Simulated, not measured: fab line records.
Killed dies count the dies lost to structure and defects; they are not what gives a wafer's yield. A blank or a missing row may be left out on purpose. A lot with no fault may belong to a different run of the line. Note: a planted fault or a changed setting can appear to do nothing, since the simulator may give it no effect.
A sampling plan put to the test | flow nand_harc | one line in one fab, 28 faults in these records, each fault weighed on the records of the lots it struck
Plan = the line's own looks (route steps where a gauge or an inspection reads the wafer without altering it). A look is open to judgement when struck wafers have a number at it and the file gives its usual mean and standard deviation on fault-free wafers. Caught: at a look after the fault's first step, the mean of the struck wafers lies 4 or more of those standard deviations (sigma) from the usual mean. On the tool: the same test on the tool's own readings at the fault's steps. It also counts as caught if the struck wafers ran another recipe or if their record alone is blank.

== THE FAULTS, as the simulator had put them in ==
1. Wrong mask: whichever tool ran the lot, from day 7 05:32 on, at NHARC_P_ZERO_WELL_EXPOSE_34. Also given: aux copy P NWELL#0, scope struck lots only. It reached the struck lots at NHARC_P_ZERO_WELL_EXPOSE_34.
2. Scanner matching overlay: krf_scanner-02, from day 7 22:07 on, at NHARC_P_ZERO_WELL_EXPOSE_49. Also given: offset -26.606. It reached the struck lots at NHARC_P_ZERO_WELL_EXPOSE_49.
3. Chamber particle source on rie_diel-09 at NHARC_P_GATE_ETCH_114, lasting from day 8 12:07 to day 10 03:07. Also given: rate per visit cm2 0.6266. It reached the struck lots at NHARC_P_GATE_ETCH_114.
4. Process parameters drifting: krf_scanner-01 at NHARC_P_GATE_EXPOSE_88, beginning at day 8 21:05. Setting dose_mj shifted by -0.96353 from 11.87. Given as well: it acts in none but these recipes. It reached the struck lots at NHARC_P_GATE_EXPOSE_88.
5. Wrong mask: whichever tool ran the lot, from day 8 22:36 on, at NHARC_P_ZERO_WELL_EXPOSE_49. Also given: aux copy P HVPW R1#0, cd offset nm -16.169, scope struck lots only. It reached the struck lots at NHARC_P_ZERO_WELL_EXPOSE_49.
6. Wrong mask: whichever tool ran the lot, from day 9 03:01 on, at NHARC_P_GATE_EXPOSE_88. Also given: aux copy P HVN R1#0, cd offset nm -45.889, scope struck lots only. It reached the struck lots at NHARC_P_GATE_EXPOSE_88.
7. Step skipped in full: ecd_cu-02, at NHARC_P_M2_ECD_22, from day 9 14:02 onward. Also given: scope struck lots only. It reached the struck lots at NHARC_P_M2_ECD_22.
8. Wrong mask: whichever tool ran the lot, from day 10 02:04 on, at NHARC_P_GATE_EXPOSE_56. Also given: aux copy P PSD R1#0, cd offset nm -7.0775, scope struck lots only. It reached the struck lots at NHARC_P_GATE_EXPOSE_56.
9. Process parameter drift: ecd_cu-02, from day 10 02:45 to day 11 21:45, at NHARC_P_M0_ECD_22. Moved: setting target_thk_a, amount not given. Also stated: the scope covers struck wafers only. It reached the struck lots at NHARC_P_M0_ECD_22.
10. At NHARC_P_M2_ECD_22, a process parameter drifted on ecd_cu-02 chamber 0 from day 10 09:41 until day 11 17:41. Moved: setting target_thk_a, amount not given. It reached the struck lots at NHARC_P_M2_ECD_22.
11. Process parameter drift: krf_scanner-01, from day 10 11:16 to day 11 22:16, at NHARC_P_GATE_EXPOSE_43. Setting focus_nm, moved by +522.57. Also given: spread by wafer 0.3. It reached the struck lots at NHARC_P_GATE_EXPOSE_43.
12. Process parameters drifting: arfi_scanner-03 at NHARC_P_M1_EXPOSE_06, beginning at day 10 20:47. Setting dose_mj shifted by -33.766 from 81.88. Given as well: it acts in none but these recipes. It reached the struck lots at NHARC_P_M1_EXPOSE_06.
13. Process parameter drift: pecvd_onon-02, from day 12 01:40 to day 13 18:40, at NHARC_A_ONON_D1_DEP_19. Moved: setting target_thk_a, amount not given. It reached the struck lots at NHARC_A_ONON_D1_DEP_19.
14. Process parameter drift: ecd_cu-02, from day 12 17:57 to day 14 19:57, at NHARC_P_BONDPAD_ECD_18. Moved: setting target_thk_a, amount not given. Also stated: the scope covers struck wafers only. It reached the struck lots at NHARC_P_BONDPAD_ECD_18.
15. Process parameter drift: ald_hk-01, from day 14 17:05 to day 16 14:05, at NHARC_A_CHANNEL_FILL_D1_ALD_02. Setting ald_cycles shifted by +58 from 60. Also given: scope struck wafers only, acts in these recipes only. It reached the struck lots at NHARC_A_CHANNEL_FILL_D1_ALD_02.
16. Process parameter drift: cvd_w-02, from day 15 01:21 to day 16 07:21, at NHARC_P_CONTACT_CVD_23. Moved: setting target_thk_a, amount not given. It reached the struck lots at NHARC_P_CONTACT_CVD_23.
17. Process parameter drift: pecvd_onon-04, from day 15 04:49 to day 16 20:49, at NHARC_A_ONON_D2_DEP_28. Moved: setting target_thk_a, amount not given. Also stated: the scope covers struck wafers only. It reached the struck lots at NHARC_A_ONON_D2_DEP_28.
18. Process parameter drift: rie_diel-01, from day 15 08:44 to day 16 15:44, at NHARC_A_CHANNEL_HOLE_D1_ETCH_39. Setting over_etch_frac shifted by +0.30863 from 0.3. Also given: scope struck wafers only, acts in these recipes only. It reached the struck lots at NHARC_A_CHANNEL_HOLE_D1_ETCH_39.
19. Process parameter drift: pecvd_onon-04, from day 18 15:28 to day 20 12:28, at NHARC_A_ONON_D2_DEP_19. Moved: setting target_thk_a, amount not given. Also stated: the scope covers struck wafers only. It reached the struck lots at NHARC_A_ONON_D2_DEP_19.
20. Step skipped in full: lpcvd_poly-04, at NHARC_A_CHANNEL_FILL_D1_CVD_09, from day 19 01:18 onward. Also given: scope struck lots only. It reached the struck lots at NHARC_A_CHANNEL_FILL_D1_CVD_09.
21. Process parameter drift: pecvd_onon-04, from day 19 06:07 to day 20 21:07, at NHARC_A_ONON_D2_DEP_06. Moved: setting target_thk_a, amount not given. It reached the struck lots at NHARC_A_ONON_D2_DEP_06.
22. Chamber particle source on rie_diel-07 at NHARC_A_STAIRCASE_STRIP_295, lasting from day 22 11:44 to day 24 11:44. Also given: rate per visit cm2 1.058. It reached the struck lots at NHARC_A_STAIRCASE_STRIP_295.
23. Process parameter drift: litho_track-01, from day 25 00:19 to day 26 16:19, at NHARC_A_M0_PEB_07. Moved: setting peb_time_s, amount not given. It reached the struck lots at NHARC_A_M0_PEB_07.
24. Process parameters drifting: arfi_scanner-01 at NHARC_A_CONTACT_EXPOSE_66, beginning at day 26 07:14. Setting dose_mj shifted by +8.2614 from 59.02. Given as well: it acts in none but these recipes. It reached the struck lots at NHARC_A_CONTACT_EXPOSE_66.
25. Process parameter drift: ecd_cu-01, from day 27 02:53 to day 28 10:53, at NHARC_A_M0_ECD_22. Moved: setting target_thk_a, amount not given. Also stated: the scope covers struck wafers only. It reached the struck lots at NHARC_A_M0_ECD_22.
26. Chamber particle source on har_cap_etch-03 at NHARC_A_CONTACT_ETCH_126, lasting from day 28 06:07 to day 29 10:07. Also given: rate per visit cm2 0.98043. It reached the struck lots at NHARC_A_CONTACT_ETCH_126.
27. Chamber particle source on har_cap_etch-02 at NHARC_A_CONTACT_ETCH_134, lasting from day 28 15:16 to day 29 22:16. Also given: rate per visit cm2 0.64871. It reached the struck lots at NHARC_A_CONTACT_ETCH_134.
28. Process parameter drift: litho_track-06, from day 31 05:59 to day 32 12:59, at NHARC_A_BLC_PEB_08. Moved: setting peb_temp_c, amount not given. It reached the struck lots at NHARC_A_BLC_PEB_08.

== WHAT THE PLAN SAW ==
fault | on the tool itself                               | first look that catches it                      | reading, sigma                                          | median hours from its first step to that look | hours from the fault's start to the first struck lot there | judged looks passed uncaught
1     | no reading that can be judged                    | no look after it can be judged                  | -                                                       | -                                             | -                                                          | 0
2     | no reading that can be judged                    | not the one look that can be judged after it    | -                                                       | -                                             | -                                                          | 1
3     | under 2 sigma                                    | NHARC_P_GATE_INSPECT_68                         | raw_defect_count +6.7                                   | 18.2                                          | 20                                                         | 0
4     | exposure_dose_mJ_cm2 -87 sigma                   | NHARC_P_GATE_CD_MEAS_91                         | cd_nm -7.5                                              | 0.2                                           | 8                                                          | 0
5     | no reading that can be judged                    | NHARC_P_ZERO_WELL_CD_MEAS_52                    | cd_nm -10                                               | 0.1                                           | 5                                                          | 0
6     | no reading that can be judged                    | NHARC_P_GATE_CD_MEAS_91                         | cd_nm -23                                               | 0.2                                           | 2                                                          | 0
7     | the tool's record is blank for the struck wafers | NHARC_P_M2_THK_MEAS_24                          | thk_nm -76                                              | 1.0                                           | 7                                                          | 0
8     | no reading that can be judged                    | none of the 2 looks that can be judged after it | strongest: cd_nm at NHARC_P_GATE_CD_MEAS_59, -3.2       | -                                             | -                                                          | 2
9     | no reading that can be judged                    | not the one look that can be judged after it    | -                                                       | -                                             | -                                                          | 1
10    | no reading that can be judged                    | no look after it can be judged                  | -                                                       | -                                             | -                                                          | 0
11    | under 2 sigma                                    | NHARC_P_GATE_CD_MEAS_46                         | cd_nm +25                                               | 0.2                                           | 14                                                         | 0
12    | exposure_dose_mJ_cm2 -99 or beyond sigma         | NHARC_P_M1_CD_MEAS_09                           | cd_nm -35                                               | 0.1                                           | 7                                                          | 0
13    | no reading that can be judged                    | NHARC_A_ONON_D1_THK_MEAS_21                     | thk_nm -5.0                                             | 0.4                                           | 10                                                         | 0
14    | no reading that can be judged                    | NHARC_P_BONDPAD_THK_MEAS_20                     | thk_nm -28                                              | 1.0                                           | 2                                                          | 0
15    | under 2 sigma                                    | none of the 2 looks that can be judged after it | strongest: VT_DECK1_TOP_INNER at NHARC_END_WLT_00, +3.6 | -                                             | -                                                          | 2
16    | under 2 sigma                                    | none of the 5 looks that can be judged after it | -                                                       | -                                             | -                                                          | 5
17    | under 2 sigma                                    | NHARC_A_ONON_D2_THK_MEAS_30                     | thk_nm +7.3                                             | 0.5                                           | 10                                                         | 0
18    | under 2 sigma                                    | NHARC_END_WLT_00                                | VT_DECK1_BOTTOM +4.8                                    | 356.6                                         | 373                                                        | 3
19    | no reading that can be judged                    | NHARC_A_ONON_D2_THK_MEAS_21                     | thk_nm +7.6                                             | 0.4                                           | 15                                                         | 0
20    | the tool's record is blank for the struck wafers | no look after it can be judged                  | -                                                       | -                                             | -                                                          | 0
21    | under 2 sigma                                    | NHARC_A_ONON_D2_THK_MEAS_08                     | thk_nm -38                                              | 0.5                                           | 10                                                         | 0
22    | under 2 sigma                                    | NHARC_END_SORT_01                               | killed_at_array +4.6                                    | 187.4                                         | 189                                                        | 1
23    | under 2 sigma                                    | not the one look that can be judged after it    | strongest: cd_nm at NHARC_A_M0_CD_MEAS_09, +3.0         | -                                             | -                                                          | 1
24    | exposure_dose_mJ_cm2 +99 or beyond sigma         | NHARC_A_CONTACT_CD_MEAS_69                      | cd_nm +10                                               | 0.1                                           | 22                                                         | 0
25    | no reading that can be judged                    | none of the 2 looks that can be judged after it | -                                                       | -                                             | -                                                          | 2
26    | no reading that can be judged                    | not the one look that can be judged after it    | strongest: killed_at_array at NHARC_END_SORT_01, +3.7   | -                                             | -                                                          | 1
27    | under 2 sigma                                    | none of the 2 looks that can be judged after it | strongest: killed_at_array at NHARC_END_SORT_01, +3.8   | -                                             | -                                                          | 2
28    | plate_temp_C -13 sigma                           | NHARC_A_BLC_CD_MEAS_10                          | cd_nm -9.7                                              | 0.1                                           | 2                                                          | 0
A dash: the fault isn't caught, or these records don't give the number.

Caught at a look: 16 of 28. Caught on the tool: 6 of 28. By one or the other: 17 of 28.
Caught on the tool alone: fault 20.
Caught at a look alone: faults 3, 5, 6, 11, 13, 14, 17, 18, 19, 21, 22.
Caught by neither: faults 1, 2, 8, 9, 10, 15, 16, 23, 25, 26, 27.

== THINNER SAMPLING ==
If the look that catches a fault measured only every second or every third lot, by lot number, the first struck lot would be measured this late in the worst case:
fault | struck lots at that look, in order of time | every lot | every second lot | every third lot
3     | L816, L819                                 | 20 h      | 54 h             | may miss all 2
4     | L441, L446                                 | 8 h       | 68 h             | may miss all 2
5     | L924                                       | 5 h       | may miss it      | may miss it
6     | L411                                       | 2 h       | may miss it      | may miss it
7     | L403, L404, L405                           | 7 h       | 11 h             | 31 h
11    | L995, L996, L997                           | 14 h      | 26 h             | 28 h
12    | L569, L570                                 | 7 h       | 21 h             | may miss all 2
13    | L225, L227                                 | 10 h      | may miss all 2   | may miss all 2
14    | L136, L137, L140                           | 2 h       | 11 h             | may miss all 3
17    | L843, L846                                 | 10 h      | 24 h             | may miss all 2
18    | L966                                       | 373 h     | may miss it      | may miss it
19    | L669, L671                                 | 15 h      | may miss all 2   | may miss all 2
21    | L292, L295                                 | 10 h      | 37 h             | may miss all 2
22    | L690                                       | 189 h     | may miss it      | may miss it
24    | L187, L190                                 | 22 h      | 41 h             | may miss all 2
28    | L719, L718                                 | 2 h       | 5 h              | may miss all 2
The hour figures run from when the fault began to the first measured lot among those it struck. 4 sigma limit: tested on the pooled struck wafers, so a lone lot may be under it. Other struck lots may not be in these records.

== THE LONGEST TIMED WAY FROM STEP TO LOOK ==
Fault 18: a median of 356.6 hours passes between NHARC_A_CHANNEL_HOLE_D1_ETCH_39 and NHARC_END_WLT_00. The looks between them that can be judged stayed within 4 sigma: NHARC_A_CHANNEL_HOLE_D1_CD_MEAS_18, NHARC_A_CHANNEL_HOLE_D1_CD_MEAS_30, NHARC_A_CHANNEL_HOLE_D1_INSPECT_40.
